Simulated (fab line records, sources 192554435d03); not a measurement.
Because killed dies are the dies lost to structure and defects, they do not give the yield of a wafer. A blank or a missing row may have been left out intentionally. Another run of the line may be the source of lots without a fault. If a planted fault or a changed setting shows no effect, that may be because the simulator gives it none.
fab line records -- flow n5_finfet -- part 2 of 2: steps 9 to 9 of 9
record: lots: 8, wafers: 23, last_day: 18
route steps=1938 shown BEOL_M7@1320 BEOL_M8@1343 BEOL_M15@1830 PASSIVATION@1936
lots that met no fault: from a run of the same line without faults
start_h: the number of hours between the record's first day and the start of the first shown wafer of the lot -- wait_h: hours from the lot's prior step to this one -- " the same as in the row above -- L1.1+2: a single row standing in for several wafers -- - no value, or no start given -- * or withheld: withheld -- < > ~ a bound
route shown NAME@n: names a module that has steps shown in the file, with the first one's number in the route -- usual: mean and standard deviation over wafers with no fault -- same: alike in all rows -- chamber/n: place in a boat -- sites: each site's reading -- _std_site: how widely they spread, as a standard deviation -- _edge_site: inner sites' mean taken away from outer sites' mean -- radius_mm: for every site, how far away it sits from the centre of the wafer -- mask NAME#n: copy n -- behind: tool/chamber where the wafer was last shaped -- hold: the reason the lot was held/the length of the hold in hours/how it ended -- device: which transistor (n, p or np) failed to switch -- end of line: tests of these same wafers at the route's end -- a step without rows: its recipe alone -- killed: dies lost to structure and defects at the first sort, not the wafer's yield -- map: the dies of a wafer, with x for killed, . for not killed, _ for no die there
set.NAME: the setting as run; set.NAME@STEP: as run at that earlier step -- model.NAME: the simulator's own value behind a step, which no gauge read
steps of the route over a sample of lots; a table a step, a row a wafer
services: a tool's chamber out of use, with start hour (start_h, from the record's first day; less than 0 if before it), hours out, and reason
== steps ==
step: N5_PASSIVATION_PROBE_49
usual: defect_limited_yield: 91.7/1.5, killed_at_M0_to_M3: 30/8.6, killed_at_M4_up: 12/4.5, killed_at_contacts: 13/5.8, killed_at_front_end: 38/11, killed_at_other: 4/3, killed_dies: 97/17, killed_open: 63/12, killed_short: 32/8.8, sort_bin_5_function: 4.8/0.91, sort_bin_6_memory: 3.1/0.68, sort_bin_8_speed: 0/0, sort_n_pass: 1083/17
same: gross_dies: 1180, killed_at_back_side: 0, sort_bin_4_leakage[%]: 0
lot.wafer,tool,chamber,start_h,wait_h,defect_limited_yield[%],killed_at_M0_to_M3,killed_at_M4_up,killed_at_contacts,killed_at_front_end,killed_at_other,killed_dies,killed_open,killed_short,sort_bin_5_function[%],sort_bin_6_memory[%],sort_bin_8_speed[%],sort_n_pass
L243.1,prober-02,-,310.06,0.0,92.7,9,5,30,39,3,86,58,27,4.7,2.4,0,1094
L243.3,prober-02,-,310.16,0.1,92.5,25,3,17,43,0,88,57,29,4.7,2.5,0,1092
L243.5,prober-02,-,310.26,0.2,93.6,17,7,12,40,0,76,37,37,3.7,2.2,0,1104
L245.1,prober-02,-,325.48,0.0,91.9,27,8,15,43,2,95,60,34,4.7,3.2,0,1085
L245.5,prober-02,-,325.68,0.2,92.8,21,21,13,30,0,85,54,26,4.5,2.3,0,1095
L245.6,prober-02,-,325.73,0.3,92.5,34,5,20,28,1,88,60,25,5.0,2.3,0,1092
L248.2,prober-02,-,357.05,0.1,92.9,19,16,15,32,2,84,60,21,3.7,3.1,0,1096
L248.4,prober-02,-,357.15,0.2,92.6,21,9,7,43,7,87,54,32,4.5,2.7,0,1093
L248.6,prober-02,-,357.25,0.3,93.3,17,12,18,30,2,79,56,22,3.7,2.9,0,1101
L255.2,prober-01,-,385.39,0.1,90.8,30,12,15,46,6,109,71,36,4.8,3.8,0,1071
L255.3,prober-01,-,385.44,0.1,90.3,40,9,18,44,4,115,71,43,5.6,3.7,0,1065
L255.5,prober-01,-,385.54,0.2,88.5,36,11,34,47,8,136,95,41,6.6,4.4,0,1044
L256.1,prober-02,-,391.01,0.0,89.5,55,8,6,52,3,124,81,39,5.8,4.2,0,1056
L256.4,prober-02,-,391.16,0.2,91.7,34,10,7,43,4,98,58,36,5.1,2.9,0.25,1082
L256.6,prober-02,-,391.26,0.3,92.5,33,7,8,37,4,89,47,39,3.9,3.6,0,1091
L259.3,prober-01,-,415.91,0.1,92.4,35,9,15,26,5,90,56,32,4.2,3.0,0,1090
L259.4,prober-01,-,415.96,0.2,93.0,37,8,8,25,5,83,58,22,4.3,2.3,0,1097
L259.5,prober-01,-,416.01,0.2,91.5,44,13,19,24,0,100,65,34,5.1,3.1,0,1080
L258.2,prober-02,-,417.83,0.1,93.1,26,10,12,33,1,82,47,34,4.3,2.3,0,1098
L258.4,prober-02,-,417.93,0.2,90.3,38,22,15,34,6,115,65,47,5.8,3.6,0.08,1065
L260.2,prober-02,-,421.86,0.1,92.8,31,9,11,32,2,85,52,29,4.4,2.4,0,1095
L260.3,prober-02,-,421.91,0.1,92.0,22,14,20,38,0,94,72,20,4.9,3.1,0,1086
L260.4,prober-02,-,421.96,0.2,91.3,32,13,17,41,0,103,67,30,4.3,4.2,0,1077
killed by level:class
L243.1 MOL_CONTACT_COAG:geometric_particle:open=23 FIN_SAQP:geometric_particle:short=8 MOL_CONTACT_COAG:geometric_particle:short=7 STI_FIN_REVEAL:geometric_particle:open=6 GATE_CUT:geometric_particle:open=5 GATE_CUT:geometric_particle:short=5 FIN_SAQP:geometric_particle:open=3 DUMMY_GATE:geometric_particle:open=3
L243.3 MOL_CONTACT_COAG:geometric_particle:open=12 BEOL_M0_SAQP:geometric_particle:open=11 STI_FIN_REVEAL:geometric_particle:open=7 FIN_SAQP:geometric_particle:short=6 MOL_CONTACT_COAG:geometric_particle:short=5 BEOL_M0_SAQP:geometric_particle:short=5 ILD0:geometric_particle:open=4 GATE_CUT:geometric_particle:short=4
L243.5 FIN_SAQP:geometric_particle:short=14 MOL_CONTACT_COAG:geometric_particle:open=10 GATE_CUT:geometric_particle:short=8 BEOL_M1:geometric_particle:open=5 GATE_CUT:geometric_particle:open=3 BEOL_M0_SAQP:geometric_particle:short=3 BEOL_M0_SAQP:geometric_particle:open=3 STARTING-WAFER:geometric_particle:short=3
L245.1 MOL_CONTACT_COAG:geometric_particle:open=13 FIN_SAQP:geometric_particle:short=10 GATE_CUT:geometric_particle:open=8 BEOL_M3:geometric_particle:open=8 GATE_CUT:geometric_particle:short=7 DUMMY_GATE:geometric_particle:open=6 BEOL_M0_SAQP:geometric_particle:short=6 BEOL_M0:geometric_particle:open=4
L245.5 MOL_CONTACT_COAG:geometric_particle:open=11 GATE_CUT:geometric_particle:short=7 BEOL_M0_SAQP:geometric_particle:open=7 BEOL_M3:geometric_particle:open=5 BEOL_M8:geometric_particle:open=5 BEOL_M0_SAQP:geometric_particle:short=4 BEOL_M7:geometric_particle:open=4 FIN_SAQP:geometric_particle:short=3
L245.6 MOL_CONTACT_COAG:geometric_particle:open=16 BEOL_M3:geometric_particle:open=10 DUMMY_GATE:geometric_particle:open=6 BEOL_M0_SAQP:geometric_particle:open=6 BEOL_M0_SAQP:geometric_particle:short=5 STI_FIN_REVEAL:geometric_particle:open=4 MOL_CONTACT_COAG:geometric_particle:short=4 BEOL_M1:geometric_particle:open=4
L248.2 MOL_CONTACT_COAG:geometric_particle:open=13 DUMMY_GATE:geometric_particle:open=11 BEOL_M4:geometric_particle:open=6 BEOL_M2:geometric_particle:open=5 DUMMY_GATE:geometric_particle:short=4 BEOL_M0:geometric_particle:open=4 STI_FIN_REVEAL:geometric_particle:open=3 BEOL_M5:geometric_particle:open=3
L248.4 STI_FIN_REVEAL:geometric_particle:open=11 FIN_SAQP:geometric_particle:short=9 MOL_CONTACT_COAG:geometric_particle:open=6 FIN_SAQP:geometric_particle:open=5 BEOL_M0_SAQP:geometric_particle:short=5 STI_FIN_REVEAL:geometric_particle:short=4 BEOL_M0:geometric_particle:open=4 BEOL_M2:geometric_particle:open=4
L248.6 MOL_CONTACT_COAG:geometric_particle:open=15 FIN_SAQP:geometric_particle:open=6 STI_FIN_REVEAL:geometric_particle:open=5 BEOL_M2:geometric_particle:open=4 BEOL_M0:geometric_particle:open=4 BEOL_M4:geometric_particle:short=4 DUMMY_GATE:geometric_particle:open=3 MOL_CONTACT_COAG:geometric_particle:short=3
L255.2 STI_FIN_REVEAL:geometric_particle:open=15 MOL_CONTACT_COAG:geometric_particle:open=12 DUMMY_GATE:geometric_particle:open=8 BEOL_M3:geometric_particle:open=7 BEOL_M0_SAQP:geometric_particle:open=6 FIN_SAQP:geometric_particle:short=4 BEOL_M2:geometric_particle:open=4 BEOL_M3:geometric_particle:short=4
L255.3 MOL_CONTACT_COAG:geometric_particle:open=17 FIN_SAQP:geometric_particle:short=16 BEOL_M0_SAQP:geometric_particle:open=9 BEOL_M2:geometric_particle:open=8 STI_FIN_REVEAL:geometric_particle:open=7 GATE_CUT:geometric_particle:short=6 BEOL_M0_SAQP:geometric_particle:short=6 BEOL_M1:geometric_particle:open=6
L255.5 MOL_CONTACT_COAG:geometric_particle:open=29 STI_FIN_REVEAL:geometric_particle:open=16 BEOL_M3:geometric_particle:open=8 DUMMY_GATE:geometric_particle:open=7 BEOL_M0_SAQP:geometric_particle:short=7 FIN_SAQP:geometric_particle:short=5 MOL_CONTACT_COAG:geometric_particle:short=5 PAD_METAL:geometric_particle:short=5
L256.1 STI_FIN_REVEAL:geometric_particle:open=17 BEOL_M0_SAQP:geometric_particle:open=15 BEOL_M1:geometric_particle:open=9 BEOL_M3:geometric_particle:open=9 FIN_SAQP:geometric_particle:short=7 BEOL_M3:geometric_particle:short=7 BEOL_M0_SAQP:geometric_particle:short=7 FIN_SAQP:geometric_particle:open=6
L256.4 STI_FIN_REVEAL:geometric_particle:open=18 BEOL_M0_SAQP:geometric_particle:short=12 GATE_CUT:geometric_particle:short=8 BEOL_M0_SAQP:geometric_particle:open=6 MOL_CONTACT_COAG:geometric_particle:open=6 STI_FIN_REVEAL:geometric_particle:short=5 BEOL_M2:geometric_particle:open=5 BEOL_M0:geometric_particle:open=4
L256.6 FIN_SAQP:geometric_particle:short=13 BEOL_M3:geometric_particle:open=9 FIN_SAQP:geometric_particle:open=7 GATE_CUT:geometric_particle:short=7 BEOL_M2:geometric_particle:open=7 MOL_CONTACT_COAG:geometric_particle:open=6 BEOL_M0_SAQP:geometric_particle:open=6 BEOL_M0_SAQP:geometric_particle:short=5
L259.3 MOL_CONTACT_COAG:geometric_particle:open=14 BEOL_M3:geometric_particle:open=12 FIN_SAQP:geometric_particle:short=7 BEOL_M1:geometric_particle:open=6 BEOL_M0_SAQP:geometric_particle:open=6 BEOL_M3:geometric_particle:short=5 BEOL_M4:geometric_particle:open=4 GATE_CUT:geometric_particle:short=3
L259.4 BEOL_M3:geometric_particle:open=11 STI_FIN_REVEAL:geometric_particle:open=8 BEOL_M1:geometric_particle:open=7 BEOL_M0_SAQP:geometric_particle:open=6 MOL_CONTACT_COAG:geometric_particle:open=5 BEOL_M0_SAQP:geometric_particle:short=4 DUMMY_GATE:geometric_particle:open=3 GATE_CUT:geometric_particle:open=3
L259.5 MOL_CONTACT_COAG:geometric_particle:open=14 BEOL_M1:geometric_particle:open=12 BEOL_M2:geometric_particle:open=11 FIN_SAQP:geometric_particle:short=8 BEOL_M0_SAQP:geometric_particle:open=8 BEOL_M4:geometric_particle:open=6 BEOL_M0_SAQP:geometric_particle:short=5 STARTING-WAFER:geometric_particle:open=5
L258.2 MOL_CONTACT_COAG:geometric_particle:open=9 BEOL_M0_SAQP:geometric_particle:short=9 STI_FIN_REVEAL:geometric_particle:open=7 FIN_SAQP:geometric_particle:open=6 FIN_SAQP:geometric_particle:short=5 GATE_CUT:geometric_particle:short=5 BEOL_M1:geometric_particle:open=5 BEOL_M2:geometric_particle:open=5
L258.4 MOL_CONTACT_COAG:geometric_particle:open=10 BEOL_M2:geometric_particle:open=8 BEOL_M4:geometric_particle:open=8 FIN_SAQP:geometric_particle:open=7 GATE_CUT:geometric_particle:short=7 BEOL_M0_SAQP:geometric_particle:short=7 BEOL_M3:geometric_particle:short=7 BEOL_M1:geometric_particle:open=6
L260.2 BEOL_M0_SAQP:geometric_particle:short=11 BEOL_M2:geometric_particle:open=8 MOL_CONTACT_COAG:geometric_particle:open=7 STI_FIN_REVEAL:geometric_particle:open=5 BEOL_M0_SAQP:geometric_particle:open=5 MOL_CONTACT_COAG:geometric_particle:short=4 GATE_CUT:geometric_particle:open=4 BEOL_M4:geometric_particle:open=4
L260.3 MOL_CONTACT_COAG:geometric_particle:open=17 STI_FIN_REVEAL:geometric_particle:open=13 DUMMY_GATE:geometric_particle:open=12 BEOL_M0_SAQP:geometric_particle:short=7 BEOL_M1:geometric_particle:open=6 BEOL_M0_SAQP:geometric_particle:open=5 BEOL_M4:geometric_particle:open=4 FIN_SAQP:geometric_particle:short=3
L260.4 MOL_CONTACT_COAG:geometric_particle:open=14 STI_FIN_REVEAL:geometric_particle:open=8 FIN_SAQP:geometric_particle:short=7 BEOL_M0_SAQP:geometric_particle:short=7 FIN_SAQP:geometric_particle:open=6 BEOL_M1:geometric_particle:open=6 BEOL_M3:geometric_particle:open=5 BEOL_M0_SAQP:geometric_particle:open=4
== services ==
tool,chamber,start_h,hours,kind
rie_diel-02,3,221.54,-,clean
rie_diel-02,3,221.54,-,consumable_replace:focus_ring
ald_metal-03,-,247.14,0.3,repair
rie_diel-06,0,247.37,-,clean
rie_diel-06,0,247.37,-,consumable_replace:focus_ring
rie_diel-06,0,247.37,23.0,scheduled_down
rie_diel-06,0,247.37,23.0,vent_cycle
ald_metal-01,1,250.81,2.9,repair
ald_metal-04,-,255.66,28.1,pm
litho_track-01,-,280.77,-,consumable_replace:filter
ald_metal-04,1,286.58,8.8,repair
ald_metal-04,2,295.31,13.8,repair
ald_metal-04,3,297.85,5.4,repair
rie_diel-05,0,304.59,5.7,repair
rie_diel-06,3,310.47,18.0,repair
rie_diel-05,3,328.62,-,clean
rie_diel-05,3,328.62,-,consumable_replace:focus_ring
rie_diel-05,3,328.62,14.2,scheduled_down
ald_metal-04,3,329.20,8.1,repair
rie_diel-06,2,342.28,-,clean
rie_diel-06,2,342.28,-,consumable_replace:focus_ring
rie_diel-06,2,342.28,-,consumable_replace:showerhead
rie_diel-06,2,342.28,28.4,scheduled_down
rie_diel-06,2,342.28,28.4,vent_cycle
